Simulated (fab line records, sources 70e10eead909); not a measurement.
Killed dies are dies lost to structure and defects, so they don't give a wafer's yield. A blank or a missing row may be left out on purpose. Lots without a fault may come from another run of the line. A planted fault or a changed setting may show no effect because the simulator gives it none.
Chamber matching | flow nand_harc | NHARC_A_BLC_DESCUM_15 on rie_diel-05: 4 sister chambers
The step chemistry O2, time 3 s. 14 wafers are shown with their chamber, then 7 later ones without.

WAFERS WITH THEIR CHAMBER
wafer  | chamber | showerhead_plenum_p_Torr (Torr) | oes_product_au (a.u.) | throttle_valve_pct (%)
L567.1 | 0       | 1.91                            | 0.992                 | 11.306
L567.5 | 0       | 1.91                            | 0.997                 | 11.324
L567.6 | 1       | 1.84                            | 0.992                 | 11.308
L569.3 | 2       | 2.02                            | 0.995                 | 11.298
L569.5 | 3       | 1.77                            | 1.003                 | 11.301
L569.6 | 0       | 1.91                            | 0.993                 | 11.306
L574.3 | 3       | 1.77                            | 0.989                 | 11.297
L574.4 | 1       | 1.83                            | 0.987                 | 11.299
L574.5 | 3       | 1.77                            | 1.004                 | 11.306
L575.1 | 3       | 1.77                            | 0.994                 | 11.300
L575.3 | 0       | 1.91                            | 0.992                 | 11.306
L575.4 | 0       | 1.91                            | 0.990                 | 11.296
L581.1 | 1       | 1.83                            | 0.983                 | 11.301
L581.3 | 0       | 1.91                            | 0.996                 | 11.311

SIGNATURES (means of the wafers above)
reading                  | chamber 0 | chamber 1 | chamber 2 | chamber 3 | scatter within a chamber
showerhead_plenum_p_Torr | 1.9100    | 1.8333    | 2.0200    | 1.7700    | 0.00258
oes_product_au           | 0.99333   | 0.98733   | 0.99500   | 0.99750   | 0.00483
throttle_valve_pct       | 11.30817  | 11.30267  | 11.29800  | 11.30100  | 0.00712
Rule: a wafer's distance from a chamber is the root of the sum, over the readings, of the square of ((its reading less the chamber's mean) divided by the reading's scatter). The wafer belongs to the nearest chamber; if the next one is less than 2 further off, it can't be placed. The scatter: the root of (the sum of the squares of (reading less its chamber's mean) over the shown wafers, divided by (wafers less chambers)).

WAFERS WITHOUT THEIR CHAMBER
wafer  | showerhead_plenum_p_Torr (Torr) | oes_product_au (a.u.) | throttle_valve_pct (%)
L581.4 | 1.77                            | 0.999                 | 11.305
L579.3 | 1.77                            | 1.003                 | 11.304
L579.4 | 2.01                            | 1.005                 | 11.295
L579.6 | 1.91                            | 1.002                 | 11.300
L582.1 | 1.83                            | 1.003                 | 11.293
L582.4 | 1.77                            | 0.991                 | 11.305
L582.5 | 2.01                            | 0.998                 | 11.312

WHICH CHAMBER EACH WENT THROUGH
wafer  | from the rows above | in truth
L581.4 | 3                   | 3
L579.3 | 3                   | 3
L579.4 | 2                   | 2
L579.6 | 0                   | 0
L582.1 | 1                   | 1
L582.4 | 3                   | 3
L582.5 | 2                   | 2
Placed correctly: 7 of 7. Can't be placed from these rows: 0. Placed wrongly: 0.
